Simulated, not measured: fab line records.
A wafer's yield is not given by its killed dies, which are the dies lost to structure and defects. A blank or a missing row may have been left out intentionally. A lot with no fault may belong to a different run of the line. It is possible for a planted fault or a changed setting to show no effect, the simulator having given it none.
fab line records / flow n5_finfet
[record] lots = 5 wafers = 15 last_day = 17
route steps=1938 shown BEOL_M9@1452 PASSIVATION@1936
lots that met no fault: taken from a fault-free run of the same line
start_h: hours from the record's opening day to when the first of the lot's shown wafers began / wait_h: how many hours have passed since the lot's step before this one / " the same as in the row above / L1.1+2: one row covering several wafers at once / - no value, or no start given / * or withheld: withheld / < > ~ a bound
route shown NAME@n: a module of which the file shows steps, and the number in the route of the first / usual: mean/standard deviation of fault-free wafers / same: alike in all rows / chamber/n: place in a boat / sites: readings site by site / _std_site: standard deviation across them / _edge_site: inner sites' mean taken away from outer sites' mean / radius_mm: for every site, how far away it sits from the centre of the wafer / mask NAME#n: copy n / behind: the tool/chamber that last shaped the wafer / hold: the reason the lot was held/the length of the hold in hours/how it ended / device: the transistor (n, p or np) that didn't switch / end of line: the route-end tests of the same wafers / a step given without rows: its recipe and nothing more / killed: dies lost to structure and defects at the first sort, not the wafer's yield / map: shows each die of a wafer: x if killed, . if not, _ if none is there
set.NAME: setting as actually run; set.NAME@STEP: the setting as run at that earlier step / model.NAME: the simulator's own value behind a step, which no gauge read
lots at some steps of the route; a table a step, a row a wafer
services: the hour from which a tool's chamber was out of use, counted from the record's first day as start_h (under 0 if before that day), plus the number of hours and why
[[steps]]
[step N5_BEOL_M9_PRECLEAN_42]
[recipe] chemistry = residue_remover time_s = 60 temp_c = 40
[step N5_BEOL_M9_SRD_43]
[recipe] time_s = 30 temp_c = 23 rinse_liquid = diw dry = ipa_marangoni
[step N5_BEOL_M9_CD_MEAS_35]
[recipe] target_cd_nm = 70 target_cd_y_nm = 40 polarity = opening
[usual] cd_nm = 70.0/0.59
lot.wafer=L545.1 tool=cd_sem-03 chamber=- start_h=217.42 wait_h=0.0 cd_nm=69.0
lot.wafer=L545.4 tool=cd_sem-03 chamber=- start_h=217.42 wait_h=0.0 cd_nm=70.0
lot.wafer=L545.5 tool=cd_sem-03 chamber=- start_h=217.42 wait_h=0.0 cd_nm=69.5
lot.wafer=L546.1 tool=cd_sem-02 chamber=- start_h=226.90 wait_h=0.0 cd_nm=69.8
lot.wafer=L546.2 tool=cd_sem-02 chamber=- start_h=226.90 wait_h=0.0 cd_nm=70.6
lot.wafer=L546.5 tool=cd_sem-02 chamber=- start_h=226.90 wait_h=0.0 cd_nm=70.1
lot.wafer=L559.1 tool=cd_sem-03 chamber=- start_h=315.53 wait_h=0.0 cd_nm=69.8
lot.wafer=L559.3 tool=cd_sem-03 chamber=- start_h=315.53 wait_h=0.0 cd_nm=69.4
lot.wafer=L559.4 tool=cd_sem-03 chamber=- start_h=315.53 wait_h=0.0 cd_nm=69.8
lot.wafer=L563.3 tool=cd_sem-03 chamber=- start_h=338.86 wait_h=0.0 cd_nm=70.1
lot.wafer=L563.4 tool=cd_sem-03 chamber=- start_h=338.86 wait_h=0.0 cd_nm=69.6
lot.wafer=L563.5 tool=cd_sem-03 chamber=- start_h=338.86 wait_h=0.0 cd_nm=70.1
lot.wafer=L562.1 tool=cd_sem-01 chamber=- start_h=343.00 wait_h=0.0 cd_nm=69.7
lot.wafer=L562.2 tool=cd_sem-01 chamber=- start_h=343.00 wait_h=0.0 cd_nm=70.0
lot.wafer=L562.5 tool=cd_sem-01 chamber=- start_h=343.00 wait_h=0.0 cd_nm=70.3
[step N5_BEOL_M9_CURE_72]
[recipe] temp_c = 370 time_s = 120 ambient = DMADMS/He material = SiCOH_lowk
[step N5_BEOL_M9_DEGAS_44]
[recipe] ambient = vacuum temp_c = 250 time_s = 60
[usual] heater_power_w = 339/43
lot.wafer=L545.1 tool=pvd_sputter-01 chamber=- start_h=217.79 wait_h=0.3 heater_power_w=398
lot.wafer=L545.4 tool=pvd_sputter-01 chamber=- start_h=217.79 wait_h=0.3 heater_power_w=341
lot.wafer=L545.5 tool=pvd_sputter-01 chamber=- start_h=217.79 wait_h=0.3 heater_power_w=339
lot.wafer=L546.1 tool=pvd_sputter-02 chamber=- start_h=228.87 wait_h=1.9 heater_power_w=416
lot.wafer=L546.2 tool=pvd_sputter-02 chamber=- start_h=228.87 wait_h=1.9 heater_power_w=313
lot.wafer=L546.5 tool=pvd_sputter-02 chamber=- start_h=228.87 wait_h=1.9 heater_power_w=307
lot.wafer=L559.1 tool=pvd_sputter-02 chamber=- start_h=315.89 wait_h=0.3 heater_power_w=310
lot.wafer=L559.3 tool=pvd_sputter-02 chamber=- start_h=315.89 wait_h=0.3 heater_power_w=427
lot.wafer=L559.4 tool=pvd_sputter-02 chamber=- start_h=315.89 wait_h=0.3 heater_power_w=281
lot.wafer=L563.3 tool=pvd_sputter-02 chamber=- start_h=339.32 wait_h=0.3 heater_power_w=395
lot.wafer=L563.4 tool=pvd_sputter-02 chamber=- start_h=339.32 wait_h=0.3 heater_power_w=312
lot.wafer=L563.5 tool=pvd_sputter-02 chamber=- start_h=339.32 wait_h=0.3 heater_power_w=309
lot.wafer=L562.1 tool=pvd_sputter-03 chamber=- start_h=343.97 wait_h=0.9 heater_power_w=327
lot.wafer=L562.2 tool=pvd_sputter-03 chamber=- start_h=343.97 wait_h=0.9 heater_power_w=358
lot.wafer=L562.5 tool=pvd_sputter-03 chamber=- start_h=343.97 wait_h=0.9 heater_power_w=350
[step N5_BEOL_M9_PRE_CLEAN_45]
[recipe] gas = H2/He time_s = 30 temp_c = 250
[step N5_BEOL_M9_ALD_74]
[recipe] material = TaN target_thk_a = 20 temp_c = 275 ald_precursor_family = PDMAT ald_co_reactant = NH3 pressure_torr = 3 carrier_flow_sccm = 1500 pulse_time_s = 2 purge_time_s = 3 co_reactant_purge_time_s = 2 co_reactant_pulse_time_s = 3 ald_cycles = 40 precursor_vessel_temp_c = 75 precursor_vessel_pressure_torr = 26.25 precursor_vessel_carrier_sccm = 1000
[usual] chamber_pressure_Torr = 2.998/0.0069 heater_power_w = 436/53 precursor_vessel_temp_c = 74.98/0.12
[same] ald_cycles = 40
lot.wafer=L545.1 tool=ald_metal-03 chamber=3 start_h=217.89 wait_h=0.0 chamber_pressure_Torr=2.996 heater_power_w=418 precursor_vessel_temp_c=74.92
lot.wafer=L545.4 tool=ald_metal-03 chamber=1 start_h=217.89 wait_h=0.0 chamber_pressure_Torr=3.007 heater_power_w=505 precursor_vessel_temp_c=75.02
lot.wafer=L545.5 tool=ald_metal-03 chamber=0 start_h=217.89 wait_h=0.0 chamber_pressure_Torr=2.997 heater_power_w=408 precursor_vessel_temp_c=75.04
lot.wafer=L546.1 tool=ald_metal-01 chamber=2 start_h=228.97 wait_h=0.0 chamber_pressure_Torr=3.001 heater_power_w=308 precursor_vessel_temp_c=74.90
lot.wafer=L546.2 tool=ald_metal-01 chamber=3 start_h=228.97 wait_h=0.0 chamber_pressure_Torr=3.000 heater_power_w=436 precursor_vessel_temp_c=74.97
lot.wafer=L546.5 tool=ald_metal-01 chamber=0 start_h=228.97 wait_h=0.0 chamber_pressure_Torr=2.994 heater_power_w=421 precursor_vessel_temp_c=75.06
lot.wafer=L559.1 tool=ald_metal-04 chamber=1 start_h=316.00 wait_h=0.0 chamber_pressure_Torr=2.994 heater_power_w=425 precursor_vessel_temp_c=75.01
lot.wafer=L559.3 tool=ald_metal-04 chamber=2 start_h=316.00 wait_h=0.0 chamber_pressure_Torr=2.990 heater_power_w=537 precursor_vessel_temp_c=75.02
lot.wafer=L559.4 tool=ald_metal-04 chamber=0 start_h=316.00 wait_h=0.0 chamber_pressure_Torr=2.995 heater_power_w=457 precursor_vessel_temp_c=75.03
lot.wafer=L563.3 tool=ald_metal-03 chamber=3 start_h=339.42 wait_h=0.0 chamber_pressure_Torr=3.009 heater_power_w=409 precursor_vessel_temp_c=75.02
lot.wafer=L563.4 tool=ald_metal-03 chamber=1 start_h=339.42 wait_h=0.0 chamber_pressure_Torr=3.004 heater_power_w=509 precursor_vessel_temp_c=74.87
lot.wafer=L563.5 tool=ald_metal-03 chamber=1 start_h=339.42 wait_h=0.0 chamber_pressure_Torr=2.994 heater_power_w=506 precursor_vessel_temp_c=74.83
lot.wafer=L562.1 tool=ald_metal-03 chamber=3 start_h=344.45 wait_h=0.4 chamber_pressure_Torr=3.001 heater_power_w=419 precursor_vessel_temp_c=74.82
lot.wafer=L562.2 tool=ald_metal-03 chamber=0 start_h=344.45 wait_h=0.4 chamber_pressure_Torr=2.998 heater_power_w=385 precursor_vessel_temp_c=74.86
lot.wafer=L562.5 tool=ald_metal-03 chamber=2 start_h=344.45 wait_h=0.4 chamber_pressure_Torr=2.989 heater_power_w=438 precursor_vessel_temp_c=74.98
[step N5_BEOL_M9_SURFACE_TREAT_79]
[recipe] gas = Ar time_s = * ion_energy_ev = * ion_current_ma_cm2 = 0.5 pressure_mtorr = * ar_flow_sccm = 30
[usual] throttle_valve_pct = *
lot.wafer=L545.1 tool=pvd_sputter-01 chamber=- start_h=218.33 wait_h=0.3 throttle_valve_pct=*
lot.wafer=L545.4 tool=pvd_sputter-01 chamber=- start_h=218.33 wait_h=0.3 throttle_valve_pct=*
lot.wafer=L545.5 tool=pvd_sputter-01 chamber=- start_h=218.33 wait_h=0.3 throttle_valve_pct=*
lot.wafer=L546.1 tool=pvd_sputter-01 chamber=- start_h=229.34 wait_h=0.2 throttle_valve_pct=*
lot.wafer=L546.2 tool=pvd_sputter-01 chamber=- start_h=229.34 wait_h=0.2 throttle_valve_pct=*
lot.wafer=L546.5 tool=pvd_sputter-01 chamber=- start_h=229.34 wait_h=0.2 throttle_valve_pct=*
lot.wafer=L559.1 tool=pvd_sputter-01 chamber=- start_h=316.28 wait_h=0.2 throttle_valve_pct=*
lot.wafer=L559.3 tool=pvd_sputter-01 chamber=- start_h=316.28 wait_h=0.2 throttle_valve_pct=*
lot.wafer=L559.4 tool=pvd_sputter-01 chamber=- start_h=316.28 wait_h=0.2 throttle_valve_pct=*
lot.wafer=L563.3 tool=pvd_sputter-02 chamber=- start_h=339.73 wait_h=0.2 throttle_valve_pct=*
lot.wafer=L563.4 tool=pvd_sputter-02 chamber=- start_h=339.73 wait_h=0.2 throttle_valve_pct=*
lot.wafer=L563.5 tool=pvd_sputter-02 chamber=- start_h=339.73 wait_h=0.2 throttle_valve_pct=*
lot.wafer=L562.1 tool=pvd_sputter-01 chamber=- start_h=344.77 wait_h=0.2 throttle_valve_pct=*
lot.wafer=L562.2 tool=pvd_sputter-01 chamber=- start_h=344.77 wait_h=0.2 throttle_valve_pct=*
lot.wafer=L562.5 tool=pvd_sputter-01 chamber=- start_h=344.77 wait_h=0.2 throttle_valve_pct=*
[step N5_BEOL_M9_CVD_78]
[recipe] material = Co target_thk_a = 20 temp_c = withheld precursor = CCTBA/H2 pressure_torr = 30 time_s = 138.9
[step N5_BEOL_M9_SPUTTER_48]
[recipe] material = Cu target_thk_a = 120 temp_c = -20 bias_v = 60 power_w = 26000 chamber_pressure_pa = 0.13 time_s = 2
[usual] throttle_valve_pct = 30.0/0.43
lot.wafer=L545.1 tool=pvd_sputter-01 chamber=- start_h=218.53 wait_h=0.1 throttle_valve_pct=30.0
lot.wafer=L545.4 tool=pvd_sputter-01 chamber=- start_h=218.53 wait_h=0.1 throttle_valve_pct=29.8
lot.wafer=L545.5 tool=pvd_sputter-01 chamber=- start_h=218.53 wait_h=0.1 throttle_valve_pct=30.0
lot.wafer=L546.1 tool=pvd_sputter-01 chamber=- start_h=229.54 wait_h=0.1 throttle_valve_pct=30.8
lot.wafer=L546.2 tool=pvd_sputter-01 chamber=- start_h=229.54 wait_h=0.1 throttle_valve_pct=30.0
lot.wafer=L546.5 tool=pvd_sputter-01 chamber=- start_h=229.54 wait_h=0.1 throttle_valve_pct=29.3
lot.wafer=L559.1 tool=pvd_sputter-01 chamber=- start_h=316.45 wait_h=0.1 throttle_valve_pct=29.8
lot.wafer=L559.3 tool=pvd_sputter-01 chamber=- start_h=316.45 wait_h=0.1 throttle_valve_pct=30.9
lot.wafer=L559.4 tool=pvd_sputter-01 chamber=- start_h=316.45 wait_h=0.1 throttle_valve_pct=29.6
lot.wafer=L563.3 tool=pvd_sputter-02 chamber=- start_h=340.08 wait_h=0.2 throttle_valve_pct=29.3
lot.wafer=L563.4 tool=pvd_sputter-02 chamber=- start_h=340.08 wait_h=0.2 throttle_valve_pct=30.3
lot.wafer=L563.5 tool=pvd_sputter-02 chamber=- start_h=340.08 wait_h=0.2 throttle_valve_pct=29.7
lot.wafer=L562.1 tool=pvd_sputter-01 chamber=- start_h=345.15 wait_h=0.2 throttle_valve_pct=30.6
lot.wafer=L562.2 tool=pvd_sputter-01 chamber=- start_h=345.15 wait_h=0.2 throttle_valve_pct=30.1
lot.wafer=L562.5 tool=pvd_sputter-01 chamber=- start_h=345.15 wait_h=0.2 throttle_valve_pct=29.8
[step N5_BEOL_M9_ECD_50]
[recipe] material = Cu target_thk_a = 3180
[step N5_BEOL_M9_ANNEAL_51]
[recipe] temp_c = 225 time_s = 90 ambient = N2
[usual] wafer_temp_C_max = 226.4/0.77
lot.wafer=L545.1 tool=rtp_anneal-01 chamber=0 start_h=218.79 wait_h=0.1 wafer_temp_C_max=225.9
lot.wafer=L545.4 tool=rtp_anneal-01 chamber=0 start_h=218.79 wait_h=0.1 wafer_temp_C_max=225.9
lot.wafer=L545.5 tool=rtp_anneal-01 chamber=0 start_h=218.79 wait_h=0.1 wafer_temp_C_max=225.8
lot.wafer=L546.1 tool=rtp_anneal-02 chamber=0 start_h=229.93 wait_h=0.2 wafer_temp_C_max=227.4
lot.wafer=L546.2 tool=rtp_anneal-02 chamber=0 start_h=229.93 wait_h=0.2 wafer_temp_C_max=226.7
lot.wafer=L546.5 tool=rtp_anneal-02 chamber=0 start_h=229.93 wait_h=0.2 wafer_temp_C_max=227.2
lot.wafer=L559.1 tool=rtp_anneal-02 chamber=0 start_h=316.89 wait_h=0.3 wafer_temp_C_max=228.1
lot.wafer=L559.3 tool=rtp_anneal-02 chamber=0 start_h=316.89 wait_h=0.3 wafer_temp_C_max=227.3
lot.wafer=L559.4 tool=rtp_anneal-02 chamber=0 start_h=316.89 wait_h=0.3 wafer_temp_C_max=227.0
lot.wafer=L563.3 tool=rtp_anneal-01 chamber=0 start_h=341.01 wait_h=0.8 wafer_temp_C_max=225.5
lot.wafer=L563.4 tool=rtp_anneal-01 chamber=0 start_h=341.01 wait_h=0.8 wafer_temp_C_max=225.5
lot.wafer=L563.5 tool=rtp_anneal-01 chamber=0 start_h=341.01 wait_h=0.8 wafer_temp_C_max=225.3
lot.wafer=L562.1 tool=rtp_anneal-02 chamber=0 start_h=345.45 wait_h=0.2 wafer_temp_C_max=227.6
lot.wafer=L562.2 tool=rtp_anneal-02 chamber=0 start_h=345.45 wait_h=0.2 wafer_temp_C_max=227.2
lot.wafer=L562.5 tool=rtp_anneal-02 chamber=0 start_h=345.45 wait_h=0.2 wafer_temp_C_max=226.8
[step N5_BEOL_M9_CMP_52]
[recipe] stop_on = SiCOH_lowk t_overpolish_s = 7 down_force_psi = 1 platen_rpm = 50 clearing_platen_down_force_psi = 1.5 clearing_platen_rpm = 50 post_cmp_clean = cu_alkaline target_thk_nm = 140 clearing_platen_pad_velocity_m_s = 0.99484 pad_velocity_m_s = 0.99484
[usual] barrier_field_endpoint_s = 29.3/0.58 motor_current_A = 6.2/0.65 overpolish_run_s = 7.001/0.01 slurry_filter_dp_kPa = 13.50/0.13 time_to_endpoint_s = 67.0/2.5
lot.wafer=L545.4 tool=cmp-01 chamber=3 start_h=219.08 wait_h=0.1 barrier_field_endpoint_s=29.5 motor_current_A=5.9 overpolish_run_s=7.008 slurry_filter_dp_kPa=13.56 time_to_endpoint_s=63.5
lot.wafer=L545.1 tool=cmp-01 chamber=0 start_h=219.08 wait_h=0.1 barrier_field_endpoint_s=29.1 motor_current_A=5.8 overpolish_run_s=6.995 slurry_filter_dp_kPa=13.58 time_to_endpoint_s=64.9
lot.wafer=L545.5 tool=cmp-01 chamber=3 start_h=219.08 wait_h=0.1 barrier_field_endpoint_s=29.9 motor_current_A=5.7 overpolish_run_s=6.993 slurry_filter_dp_kPa=13.57 time_to_endpoint_s=64.6
lot.wafer=L546.2 tool=cmp-02 chamber=3 start_h=231.11 wait_h=1.1 barrier_field_endpoint_s=28.6 motor_current_A=7.7 overpolish_run_s=6.981 slurry_filter_dp_kPa=13.68 time_to_endpoint_s=67.0
lot.wafer=L546.1 tool=cmp-02 chamber=0 start_h=231.11 wait_h=1.1 barrier_field_endpoint_s=28.9 motor_current_A=7.3 overpolish_run_s=6.996 slurry_filter_dp_kPa=13.36 time_to_endpoint_s=67.1
lot.wafer=L546.5 tool=cmp-02 chamber=2 start_h=231.11 wait_h=1.1 barrier_field_endpoint_s=28.9 motor_current_A=5.8 overpolish_run_s=7.010 slurry_filter_dp_kPa=13.56 time_to_endpoint_s=68.6
lot.wafer=L559.1 tool=cmp-01 chamber=3 start_h=317.19 wait_h=0.3 barrier_field_endpoint_s=28.7 motor_current_A=5.5 overpolish_run_s=6.998 slurry_filter_dp_kPa=13.34 time_to_endpoint_s=62.8
lot.wafer=L559.3 tool=cmp-01 chamber=0 start_h=317.19 wait_h=0.3 barrier_field_endpoint_s=28.3 motor_current_A=5.8 overpolish_run_s=6.985 slurry_filter_dp_kPa=13.49 time_to_endpoint_s=63.8
lot.wafer=L559.4 tool=cmp-01 chamber=2 start_h=317.19 wait_h=0.3 barrier_field_endpoint_s=16.4 motor_current_A=5.4 overpolish_run_s=6.980 slurry_filter_dp_kPa=13.51 time_to_endpoint_s=33.5
lot.wafer=L563.4 tool=cmp-03 chamber=2 start_h=341.45 wait_h=0.3 barrier_field_endpoint_s=29.7 motor_current_A=6.1 overpolish_run_s=6.996 slurry_filter_dp_kPa=13.50 time_to_endpoint_s=69.7
lot.wafer=L563.3 tool=cmp-03 chamber=0 start_h=341.45 wait_h=0.3 barrier_field_endpoint_s=30.0 motor_current_A=5.4 overpolish_run_s=7.002 slurry_filter_dp_kPa=13.68 time_to_endpoint_s=71.7
lot.wafer=L563.5 tool=cmp-03 chamber=1 start_h=341.45 wait_h=0.3 barrier_field_endpoint_s=29.3 motor_current_A=6.0 overpolish_run_s=6.984 slurry_filter_dp_kPa=13.39 time_to_endpoint_s=65.8
lot.wafer=L562.2 tool=cmp-02 chamber=2 start_h=345.79 wait_h=0.2 barrier_field_endpoint_s=29.4 motor_current_A=6.5 overpolish_run_s=7.010 slurry_filter_dp_kPa=13.62 time_to_endpoint_s=68.8
lot.wafer=L562.1 tool=cmp-02 chamber=3 start_h=345.79 wait_h=0.2 barrier_field_endpoint_s=29.9 motor_current_A=7.8 overpolish_run_s=7.004 slurry_filter_dp_kPa=13.73 time_to_endpoint_s=71.3
lot.wafer=L562.5 tool=cmp-02 chamber=2 start_h=345.79 wait_h=0.2 barrier_field_endpoint_s=29.5 motor_current_A=6.0 overpolish_run_s=6.992 slurry_filter_dp_kPa=13.51 time_to_endpoint_s=70.7
[step N5_PASSIVATION_PROBE_49]
[usual] defect_limited_yield = 91.3/1.3 killed_at_M0_to_M3 = 33/8.9 killed_at_M4_up = 15/5.4 killed_at_contacts = 13/5.8 killed_at_front_end = 39/9.9 killed_at_other = 3.2/2.9 killed_dies = 102/15 killed_open = 68/12 killed_short = 34/7.6 sort_bin_5_function = 5.1/0.89 sort_bin_6_memory = 3.2/0.63 sort_n_pass = 1078/15 sort_yield_pct = 91.3/1.3
[same] gross_dies = 1180 killed_at_back_side = 0 sort_bin_4_leakage[%] = 0 sort_bin_8_speed[%] = 0
lot.wafer=L545.1 tool=prober-02 chamber=- start_h=268.56 wait_h=0.0 defect_limited_yield[%]=91.5 killed_at_M0_to_M3=36 killed_at_M4_up=17 killed_at_contacts=17 killed_at_front_end=30 killed_at_other=0 killed_dies=100 killed_open=65 killed_short=35 sort_bin_5_function[%]=4.6 sort_bin_6_memory[%]=3.6 sort_n_pass=1080 sort_yield_pct[%]=91.5
lot.wafer=L545.4 tool=prober-02 chamber=- start_h=268.71 wait_h=0.2 defect_limited_yield[%]=91.9 killed_at_M0_to_M3=35 killed_at_M4_up=11 killed_at_contacts=12 killed_at_front_end=34 killed_at_other=4 killed_dies=96 killed_open=64 killed_short=32 sort_bin_5_function[%]=5.2 sort_bin_6_memory[%]=2.7 sort_n_pass=1084 sort_yield_pct[%]=91.9
lot.wafer=L545.5 tool=prober-02 chamber=- start_h=268.76 wait_h=0.2 defect_limited_yield[%]=91.9 killed_at_M0_to_M3=19 killed_at_M4_up=16 killed_at_contacts=21 killed_at_front_end=39 killed_at_other=0 killed_dies=95 killed_open=67 killed_short=28 sort_bin_5_function[%]=4.8 sort_bin_6_memory[%]=3.0 sort_n_pass=1085 sort_yield_pct[%]=91.9
lot.wafer=L546.1 tool=prober-02 chamber=- start_h=286.42 wait_h=0.0 defect_limited_yield[%]=91.4 killed_at_M0_to_M3=36 killed_at_M4_up=12 killed_at_contacts=5 killed_at_front_end=43 killed_at_other=5 killed_dies=101 killed_open=60 killed_short=41 sort_bin_5_function[%]=5.0 sort_bin_6_memory[%]=3.1 sort_n_pass=1079 sort_yield_pct[%]=91.4
lot.wafer=L546.2 tool=prober-02 chamber=- start_h=286.47 wait_h=0.1 defect_limited_yield[%]=91.3 killed_at_M0_to_M3=51 killed_at_M4_up=9 killed_at_contacts=8 killed_at_front_end=34 killed_at_other=1 killed_dies=103 killed_open=59 killed_short=44 sort_bin_5_function[%]=5.7 sort_bin_6_memory[%]=2.6 sort_n_pass=1077 sort_yield_pct[%]=91.3
lot.wafer=L546.5 tool=prober-02 chamber=- start_h=286.62 wait_h=0.2 defect_limited_yield[%]=91.4 killed_at_M0_to_M3=45 killed_at_M4_up=13 killed_at_contacts=4 killed_at_front_end=37 killed_at_other=2 killed_dies=101 killed_open=64 killed_short=37 sort_bin_5_function[%]=5.0 sort_bin_6_memory[%]=3.3 sort_n_pass=1079 sort_yield_pct[%]=91.4
lot.wafer=L559.1 tool=prober-02 chamber=- start_h=374.07 wait_h=0.0 defect_limited_yield[%]=92.2 killed_at_M0_to_M3=27 killed_at_M4_up=14 killed_at_contacts=14 killed_at_front_end=37 killed_at_other=0 killed_dies=92 killed_open=67 killed_short=24 sort_bin_5_function[%]=4.0 sort_bin_6_memory[%]=3.4 sort_n_pass=1088 sort_yield_pct[%]=92.2
lot.wafer=L559.3 tool=prober-02 chamber=- start_h=374.17 wait_h=0.1 defect_limited_yield[%]=90.8 killed_at_M0_to_M3=32 killed_at_M4_up=15 killed_at_contacts=10 killed_at_front_end=50 killed_at_other=2 killed_dies=109 killed_open=69 killed_short=38 sort_bin_5_function[%]=6.0 sort_bin_6_memory[%]=2.9 sort_n_pass=1071 sort_yield_pct[%]=90.8
lot.wafer=L559.4 tool=prober-02 chamber=- start_h=374.22 wait_h=0.2 defect_limited_yield[%]=92.6 killed_at_M0_to_M3=24 killed_at_M4_up=6 killed_at_contacts=14 killed_at_front_end=42 killed_at_other=1 killed_dies=87 killed_open=56 killed_short=31 sort_bin_5_function[%]=3.7 sort_bin_6_memory[%]=3.5 sort_n_pass=1093 sort_yield_pct[%]=92.6
// killed by level:class
L545.1 MOL_CONTACT_COAG:geometric_particle:open=13 BEOL_M2:geometric_particle:open=11 BEOL_M0:geometric_particle:open=9 BEOL_M4:geometric_particle:open=6 STI_FIN_REVEAL:geometric_particle:open=4 STARTING-WAFER:geometric_particle:short=4 DUMMY_GATE:geometric_particle:short=4 MOL_CONTACT_COAG:geometric_particle:short=4
L545.4 BEOL_M0_SAQP:geometric_particle:short=10 STI_FIN_REVEAL:geometric_particle:open=9 DUMMY_GATE:geometric_particle:open=9 BEOL_M0_SAQP:geometric_particle:open=9 MOL_CONTACT_COAG:geometric_particle:open=8 BEOL_M4:geometric_particle:open=7 FIN_SAQP:geometric_particle:short=4 MOL_CONTACT_COAG:geometric_particle:short=4
L545.5 MOL_CONTACT_COAG:geometric_particle:open=16 STI_FIN_REVEAL:geometric_particle:open=10 FIN_SAQP:geometric_particle:short=8 BEOL_M4:geometric_particle:open=8 MOL_CONTACT_COAG:geometric_particle:short=5 BEOL_M1:geometric_particle:open=5 BEOL_M3:geometric_particle:open=5 FIN_SAQP:geometric_particle:open=4
L546.1 FIN_SAQP:geometric_particle:open=7 BEOL_M3:geometric_particle:short=7 BEOL_M2:geometric_particle:open=7 FIN_SAQP:geometric_particle:short=6 DUMMY_GATE:geometric_particle:open=6 BEOL_M1:geometric_particle:open=6 MOL_CONTACT_COAG:geometric_particle:open=5 ILD0:geometric_particle:open=4
L546.2 BEOL_M0_SAQP:geometric_particle:open=13 BEOL_M2:geometric_particle:open=10 BEOL_M0_SAQP:geometric_particle:short=9 DUMMY_GATE:geometric_particle:open=8 MOL_CONTACT_COAG:geometric_particle:open=8 BEOL_M2:geometric_particle:short=6 BEOL_M3:geometric_particle:open=5 STARTING-WAFER:geometric_particle:short=5
L546.5 BEOL_M0_SAQP:geometric_particle:short=16 BEOL_M0_SAQP:geometric_particle:open=13 FIN_SAQP:geometric_particle:open=11 DUMMY_GATE:geometric_particle:open=6 BEOL_M2:geometric_particle:open=6 BEOL_M4:geometric_particle:open=6 FIN_SAQP:geometric_particle:short=5 STI_FIN_REVEAL:geometric_particle:open=5
L559.1 MOL_CONTACT_COAG:geometric_particle:open=13 DUMMY_GATE:geometric_particle:open=8 BEOL_M3:geometric_particle:open=8 STI_FIN_REVEAL:geometric_particle:open=7 BEOL_M0_SAQP:geometric_particle:open=6 FIN_SAQP:geometric_particle:open=5 FIN_SAQP:geometric_particle:short=4 BEOL_M5:geometric_particle:open=4
L559.3 STI_FIN_REVEAL:geometric_particle:open=17 BEOL_M0_SAQP:geometric_particle:short=12 FIN_SAQP:geometric_particle:open=9 BEOL_M0_SAQP:geometric_particle:open=8 FIN_SAQP:geometric_particle:short=6 DUMMY_GATE:geometric_particle:open=6 MOL_CONTACT_COAG:geometric_particle:open=6 BEOL_M3:geometric_particle:open=5
L559.4 FIN_SAQP:geometric_particle:open=11 FIN_SAQP:geometric_particle:short=10 STI_FIN_REVEAL:geometric_particle:open=10 MOL_CONTACT_COAG:geometric_particle:open=10 BEOL_M3:geometric_particle:open=6 BEOL_M0_SAQP:geometric_particle:open=5 BEOL_M1:geometric_particle:open=5 BEOL_M3:geometric_particle:short=4
[[services]]
tool=cmp-03 chamber=- start_h=210.09 hours=40.3 kind=repair
tool=cmp-02 chamber=- start_h=226.81 hours=4.0 kind=pm
tool=ald_metal-03 chamber=2 start_h=227.07 hours=25.8 kind=repair
tool=cmp-02 chamber=- start_h=230.81 hours=- kind=consumable_replace:conditioner
tool=cmp-02 chamber=- start_h=230.81 hours=- kind=consumable_replace:pad
tool=cmp-02 chamber=- start_h=232.15 hours=6.3 kind=pm
tool=cmp-02 chamber=- start_h=253.63 hours=2.3 kind=repair
tool=ald_metal-01 chamber=0 start_h=260.24 hours=7.8 kind=repair
tool=ald_metal-04 chamber=3 start_h=282.39 hours=4.5 kind=repair
tool=ald_metal-03 chamber=2 start_h=315.17 hours=6.9 kind=repair
tool=cmp-01 chamber=- start_h=326.51 hours=0.5 kind=repair
tool=cmp-02 chamber=- start_h=328.09 hours=3.5 kind=repair
tool=ald_metal-01 chamber=- start_h=337.25 hours=14.0 kind=pm
tool=ald_metal-01 chamber=0 start_h=337.25 hours=14.0 kind=vent_cycle
tool=ald_metal-01 chamber=1 start_h=337.25 hours=14.0 kind=vent_cycle
tool=ald_metal-01 chamber=2 start_h=337.25 hours=14.0 kind=vent_cycle
tool=ald_metal-01 chamber=3 start_h=337.25 hours=14.0 kind=vent_cycle
tool=pvd_sputter-03 chamber=- start_h=338.38 hours=2.8 kind=repair
tool=cmp-02 chamber=- start_h=341.77 hours=0.2 kind=repair
[[key]]
[first_sign] step = N5_BEOL_M9_CMP_52 reading = barrier_field_endpoint_s direction = down sigmas = 22 usual = 29.3 struck = 16.4
[effect] step = N5_BEOL_M9_CMP_52 reading = time_to_endpoint_s direction = down sigmas = 13 usual = * struck = *
met_at N5_BEOL_M9_CMP_52
struck_wafers L559.4
onset_between 219.08 317.19
[fault] kind = process_parameter_drift tool = cmp-01 chamber = - onset_h = 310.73 steps = N5_BEOL_M9_CMP_52 channel = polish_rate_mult offset = 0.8 shape = step end_h = 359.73 scope = struck_wafers_only
